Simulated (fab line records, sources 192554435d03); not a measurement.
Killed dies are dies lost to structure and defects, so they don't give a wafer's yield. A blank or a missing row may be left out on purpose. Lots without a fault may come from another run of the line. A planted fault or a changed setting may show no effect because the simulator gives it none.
A struck lot beside a sound one | flow n5_finfet | 15 steps out of a route of 1938
Sound: wafers L167.1, L167.4, L167.5. Struck: wafer L183.5. (L183.2, L183.6 of the same lot were not struck and are left out.) The cause comes at the end.
At each step with rows: each side's tool, then ch and its chambers, then its first start. Under that, the readings that differ: sound wafers | struck wafers | difference of the means | sigmas: that difference in standard deviations of wafers without a fault.
alike: readings whose means differ by less than 2 such deviations, and words and numbers that are the same on both sides. not compared: withheld readings, readings that some wafer has no value for, bounds like >300 that may hide the same value, and numbers for which the record gives no deviation and whose values overlap.
The two part at a step that has a row with sigmas, a row that says differs or no value, or rows on one side only. Numbers that don't overlap but have no deviation are shown without sigmas and don't part them. A reading that every wafer of one side lacks parts them only if that side has two wafers or more.

first, 6 steps without rows for these wafers: N5_MOL_CONTACT_COAG_COAT_78 (resist thk 40 nm); N5_MOL_CONTACT_COAG_EBR_80; N5_MOL_CONTACT_COAG_SOFTBAKE_79 (time 60 s); N5_MOL_CONTACT_COAG_EXPOSE_81 (exposes mask VG, defocus 0 nm); N5_MOL_CONTACT_COAG_PEB_82 (peb time 60 s); N5_MOL_CONTACT_COAG_DEVELOP_83 (develop time 30 s).
N5_MOL_CONTACT_COAG_CD_MEAS_84: target cd 25.1 nm.
  sound on cd_sem-02 ch 0, day 5 20:38; struck on cd_sem-03 ch 0, day 9 20:37
  alike: cd_nm
N5_MOL_CONTACT_COAG_OVL_MEAS_85:
  sound on overlay-02 ch 0, day 5 20:40; struck on overlay-01 ch 0, day 9 20:38
  alike: VG_OVL
N5_MOL_CONTACT_COAG_INSPECT_57: inspects for defects (brightfield).
  sound on defect_inspect-02, day 5 20:43; struck on defect_inspect-01, day 9 20:41
  alike: raw_defect_count
N5_MOL_CONTACT_COAG_DESCUM_88: chemistry O2, time 7 s.
  sound on rie_diel-05 ch 0,1,2, day 5 20:45; struck on rie_diel-01 ch 2, day 9 20:44
  reading      | sound             | struck | difference | sigmas
  rf_vpp_V (V) | 244.4 245.2 245.5 | 242.4  | -2.6       | -2
  alike: drypump_motor_current_A, oes_product_au, showerhead_plenum_p_Torr, throttle_valve_pct
  not compared: rf_hours_counter_h
N5_MOL_CONTACT_COAG_ETCH_89: etches underlayer in N2/H2, target depth 13 nm, time 10.4 s.
  sound on rie_diel-05 ch 0,1,2, day 5 20:47; struck on rie_diel-01 ch 2, day 9 20:46
  alike: drypump_motor_current_A, etch_rf_on_time_s, oes_product_au, rf_vpp_V, showerhead_plenum_p_Torr, throttle_valve_pct
  not compared: rf_hours_counter_h
N5_MOL_CONTACT_COAG_ETCH_90: etches SiARC in CF4, target depth 13 nm, time 21.7 s.
  sound on rie_diel-05 ch 0,1,2, day 5 20:49; struck on rie_diel-01 ch 2, day 9 20:47
  reading      | sound             | struck | difference | sigmas
  rf_vpp_V (V) | 184.4 185.3 184.6 | 182.5  | -2.3       | -2
  alike: cf4_flow_sccm, drypump_motor_current_A, etch_rf_on_time_s, oes_product_au, showerhead_plenum_p_Torr, throttle_valve_pct
  not compared: rf_hours_counter_h
N5_MOL_CONTACT_COAG_ALD_131: deposits SiO2, target thk 5 nm, pulse time 1 s, co reactant pulse time 1 s.
  sound on ald_sin-04 ch 1,2, day 5 20:53; struck on ald_sin-04 ch 0, day 9 20:57
  reading                                            | sound    | struck | difference | sigmas
  ald_cycles                                         | 35 35 35 | 20     | -15        |
  model.SiO2_of_MOL_CONTACT_COAG_ALD_131.thk_nm (nm) | 5 5 5    | 2.8    | -2.2       |
  alike: chamber_pressure_Torr, heater_power_w, precursor_pulse_height_rel
N5_MOL_CONTACT_COAG_ETCHBACK_132: etches SiO2 in CHF3, target depth 10 nm, time 6.7 s.
  sound on rie_diel-05 ch 0,2,3, day 5 21:04; struck on rie_diel-01 ch 0, day 9 21:08
  alike: drypump_motor_current_A, oes_product_au, rf_vpp_V, showerhead_plenum_p_Torr, throttle_valve_pct
  not compared: rf_hours_counter_h
-- the record jumps here: 7 days lie between the struck wafers' starts before and after (it left off in module MOL_CONTACT_COAG and takes up again in module PASSIVATION, whose first step shown is number 1936 of the route) --
N5_PASSIVATION_PROBE_49:
  the record has rows for the struck wafers here (prober-02, day 16 17:39) and none for the sound ones

WHERE THEY PART
First at N5_MOL_CONTACT_COAG_DESCUM_88; last, within this record, at N5_PASSIVATION_PROBE_49.

WHY: what the simulator had put in
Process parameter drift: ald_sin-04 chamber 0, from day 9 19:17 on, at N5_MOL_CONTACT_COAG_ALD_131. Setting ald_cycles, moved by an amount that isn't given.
